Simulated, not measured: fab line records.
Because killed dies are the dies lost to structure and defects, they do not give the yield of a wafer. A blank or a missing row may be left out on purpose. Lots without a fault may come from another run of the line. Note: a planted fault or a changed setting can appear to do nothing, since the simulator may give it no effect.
Split-lot study    flow n5 finfet    21 wafers read across 7 lots, on a route 1938 steps long

## THE SPLIT ITSELF
At N5_BEOL_M4_COAT_62 (time 60 s, resist thk 12 nm), the setting spin rpm was moved away from the recipe's 1500 rpm on 7 of the 21 wafers read, by -10.5% to +3.9%. This setting was run at the recipe's value on the other wafers.

The reading is taken at the split's own step.

## THE READING
SiARC_of_BEOL_M4_COAT_62.thk nm (the simulator's own value, which no gauge read), in nm, at N5_BEOL_M4_COAT_62 (time 60 s, resist thk 12 nm). The file gives no usual value for it.

wafer   tool, chamber at the split  spin rpm as run, rpm  against the recipe  SiARC_of_BEOL_M4_COAT_62.thk nm, nm  against lot-mates on the recipe
L077.1  litho track-05, 0           1369                  -8.7%               12.6                                 +0.6
L077.2  litho track-05, 0           1369                  -8.7%               12.6                                 +0.6
L077.4  litho track-05, 0           1500                  recipe              12                                   -
L082.1  litho track-02, 0           1500                  recipe              12                                   -
L082.4  litho track-02, 0           1500                  recipe              12                                   -
L082.5  litho track-02, 0           1500                  recipe              12                                   -
L085.1  litho track-04, 0           1500                  recipe              12                                   -
L085.3  litho track-04, 0           1500                  recipe              12                                   -
L085.4  litho track-04, 0           1342                  -10.5%              12.8                                 +0.8
L086.2  litho track-04, 0           1500                  recipe              12                                   -
L086.5  litho track-04, 0           1500                  recipe              12                                   -
L086.6  litho track-04, 0           1500                  recipe              12                                   -
L089.1  litho track-04, 0           1500                  recipe              12                                   -
L089.3  litho track-04, 0           1500                  recipe              12                                   -
L089.4  litho track-04, 0           1500                  recipe              12                                   -
L092.2  litho track-02, 0           1500                  recipe              12                                   -
L092.4  litho track-02, 0           1559                  +3.9%               11.8                                 -0.2
L092.6  litho track-02, 0           1559                  +3.9%               11.8                                 -0.2
L094.3  litho track-04, 0           1342                  -10.5%              12.8                                 +0.8
L094.6  litho track-04, 0           1342                  -10.5%              12.8                                 +0.8
L094.5  litho track-04, 0           1500                  recipe              12                                   -

FIT RESULTS
A straight line over all 21 wafers: SiARC_of_BEOL_M4_COAT_62.thk nm changes by -0.0713 nm for each +1% of spin rpm; r = -1.00; the points scatter about the line by 0.031 nm.
The same after taking each lot's own level away (the mean of its wafers on the recipe; 21 wafers): -0.0713 nm for each +1%; r = -1.00; scatter 0.031 nm.
On that fit, the largest move of spin rpm shifts the reading by 0.75 nm.
The lots' own levels span 12.00 to 12.00 nm.
Hence the lot-to-lot level has little effect on the slope; both slopes agree.
Check: +0.754 nm against its lot-mates is what the line predicts for one of the wafers moved furthest among these (-10.5%) when that wafer is left out of the fit. It came out at +0.8 nm against them.

## OTHER SPLITS ON THESE WAFERS
Before the reading, these wafers also passed through other splits. Each is held against what the fit with the lots' levels taken away leaves over:
other split on the same wafers      wafers away from the commonest value  r with SiARC_of_BEOL_M4_COAT_62.thk nm (lot level and that fit taken away)
N5_BEOL_M1_TRENCH_ETCH_37 source w  7                                     -0.13
N5_BEOL_M2_COAT_67 spin rpm         3                                     -0.01
N5_BEOL_M2_COAT_76 spin rpm         7                                     +0.54
N5_BEOL_M2_TRENCH_ETCH_37 source w  7                                     -0.17
N5_BEOL_M3_ETCH_70 time s           10                                    -0.14

## FILE'S OWN FIT
SiARC_of_BEOL_M4_COAT_62.thk nm changes by -0.0729 nm for each +1% of spin rpm, r = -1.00.
